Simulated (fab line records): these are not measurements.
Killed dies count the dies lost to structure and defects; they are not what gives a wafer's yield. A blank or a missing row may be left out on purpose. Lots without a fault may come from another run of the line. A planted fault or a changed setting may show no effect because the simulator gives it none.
A struck lot beside a sound one -- flow n5Finfet -- 21 steps out of a route of 1938
Sound: the wafers L195.2, L195.3, L195.5. Struck: wafers L211.1, L211.5, L211.6. The cause is given at the end.
Each step with rows lists, per side, the tool, then ch with its chambers, then its first start. Under that, the readings that differ: sound wafers -- struck wafers -- difference of the means -- sigmas: that difference in standard deviations of wafers without a fault.
alike: a reading whose means differ by less than 2 such deviations, as well as words and numbers matching on both sides. not compared: withheld readings; readings where some wafer has no value; bounds like >300 that might hide an equal value; numbers whose values overlap and for which the record gives no deviation.
The two part at a step that has a row with sigmas, a row that says differs or no value, or rows on one side only. Numbers that have no deviation but don't overlap get no sigmas and don't part them. Lack of a reading on every wafer of one side parts them only where that side has two or more wafers.

N5_PMOS_HMC_CHANNEL_EPI_OVL_MEAS_10:
  sound on overlay-02 ch 0, day 2 04:56; struck on overlay-01 ch 0, day 6 04:55
  alike: PMOS_HMC_BLK_OVL
N5_PMOS_HMC_CHANNEL_EPI_INSPECT_11: inspects for defects (macro).
  sound on defectInspect-02, day 2 04:57; struck on defectInspect-01, day 6 04:57
  alike: rawDefectCount
then, 1 step without rows for these wafers: N5_PMOS_HMC_CHANNEL_EPI_DESCUM_14 (chemistry O2, time 7.9 s).
N5_PMOS_HMC_CHANNEL_EPI_ETCH_32: etches BARC in N2/H2, stops on SiO2, target depth 85.8 nm, time 50.3 s.
  sound on rieDiel-03 ch 0,2,3, day 2 05:01; struck on rieDiel-03 ch 1,2, day 6 05:25
  alike: biasW, chamberPressureMTorr, drypumpMotorCurrentA, oesProductAu, rfVppV, showerheadPlenumPTorr, throttleValvePct
  not compared: rfHoursCounterH
then, 1 step without rows for these wafers: N5_PMOS_HMC_CHANNEL_EPI_HM_OPEN_15 (chemistry CHF3/O2, target SiO2, target depth 40.6 nm, time 20.3 s).
N5_PMOS_HMC_CHANNEL_EPI_STRIP_33: strips in N2/H2.
  sound on rieDiel-03 ch 0,2,3, day 2 05:07; struck on rieDiel-03 ch 1,2, day 6 05:31
  alike: chamberPressureMTorr, drypumpMotorCurrentA, oesProductAu, rfVppV, showerheadPlenumPTorr, throttleValvePct
  not compared: rfHoursCounterH
then, 1 step without rows for these wafers: N5_PMOS_HMC_CHANNEL_EPI_STRIP_17 (strips in SPM, time 750 s).
N5_PMOS_HMC_CHANNEL_EPI_ETCH_38: etches SiO2 in CF4, target depth 1.5 nm.
  sound on rieSi-05 ch 0,3, day 2 05:25; struck on rieSi-06 ch 0,2,3, day 6 05:49
  alike: biasW, chamberPressureMTorr, drypumpMotorCurrentA, oesProductAu, throttleValvePct
  not compared: rfHoursCounterH
N5_PMOS_HMC_CHANNEL_EPI_FIN_RECESS_16: chemistry HBr/Cl2, target Si, target depth 54 nm, time 18 s.
  sound on rieSi-05 ch 0,3, day 2 05:26; struck on rieSi-06 ch 0,2,3, day 6 05:50
  alike: HBr_flow_sccm, biasW, chamberPressureMTorr, drypumpMotorCurrentA, oesProductAu, throttleValvePct
  not compared: rfHoursCounterH
then, 3 steps without rows for these wafers: N5_PMOS_HMC_CHANNEL_EPI_PRECLEAN_36 (cleans in O3/DIW, time 45 s); N5_PMOS_HMC_CHANNEL_EPI_PRECLEAN_18 (cleans in DHF, time 30 s); N5_PMOS_HMC_CHANNEL_EPI_SRD_19 (time 30 s).
N5_PMOS_HMC_CHANNEL_EPI_EPI_20: deposits SiGe30, target thk 59 nm.
  sound on epiRpcvd-01 ch 0, day 2 05:49; struck on epiRpcvd-01 ch 0, day 6 06:01
reading,sound,struck,difference,sigmas
chamberPressureTorr (Torr),19.96 19.96 20.05,14.73 14.78 14.71,-5.25,-99 or more
model.SiGe30_of_PMOS_HMC_CHANNEL_EPI_EPI_20.thkNm (nm),59.06 59.08 58.49,52.09 52.61 51.68,-6.75,
  alike: susceptor_temp_C_max
then, 2 steps without rows for these wafers: N5_PMOS_HMC_CHANNEL_EPI_HM_STRIP_35 (strips SiO2 in dHF, material SiO2, target depth 39.6 nm, time 216 s); N5_PMOS_HMC_CHANNEL_EPI_SRD_39 (time 30 s).
N5_PMOS_HMC_CHANNEL_EPI_CMP_21: polishes SiGe30, target thk 54 nm.
  sound on cmp-03 ch 1,3, day 2 06:59; struck on cmp-03 ch 0,3, day 6 07:21
  alike: motorCurrentA
N5_PMOS_HMC_CHANNEL_EPI_THK_MEAS_22:
  sound on filmMetro-02, day 2 07:15; struck on filmMetro-01, day 6 07:39
reading,sound,struck,difference,sigmas
HMC_CMP_THK (nm),54.9 54.9 54.5,52.1 52.5 51.7,-2.7,-5
then, 1 step without rows for these wafers: N5_PMOS_HMC_CHANNEL_EPI_PRECLEAN_40 (cleans in DHF, time 30 s).
N5_PMOS_HMC_CHANNEL_EPI_PRECLEAN_37: cleans in O3/DIW, time 45 s.
  sound on wetBench-03 ch 0,2,7, day 2 07:17; struck on wetBench-05 ch 2,3,4, day 6 07:41
reading,sound,struck,difference,sigmas
model.SiGe30_of_PMOS_HMC_CHANNEL_EPI_EPI_20.thkNm (nm),53.28 53.22 53.21,51.33 51.85 50.91,-1.87,
then, 1 step without rows for these wafers: N5_PMOS_HMC_CHANNEL_EPI_PRECLEAN_24 (cleans in DHF, time 30 s).
N5_PASSIVATION_PROBE_49:
  sound wafers here have rows in the record (prober-01, day 15 10:53); struck ones have none

== WHERE THEY PART ==
Earliest at N5_PMOS_HMC_CHANNEL_EPI_EPI_20; latest, in this record, at N5_PASSIVATION_PROBE_49.

WHY: whatever the simulator had introduced
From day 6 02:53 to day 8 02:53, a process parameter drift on epiRpcvd-01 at N5_PMOS_HMC_CHANNEL_EPI_EPI_20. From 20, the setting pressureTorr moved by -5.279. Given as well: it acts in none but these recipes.
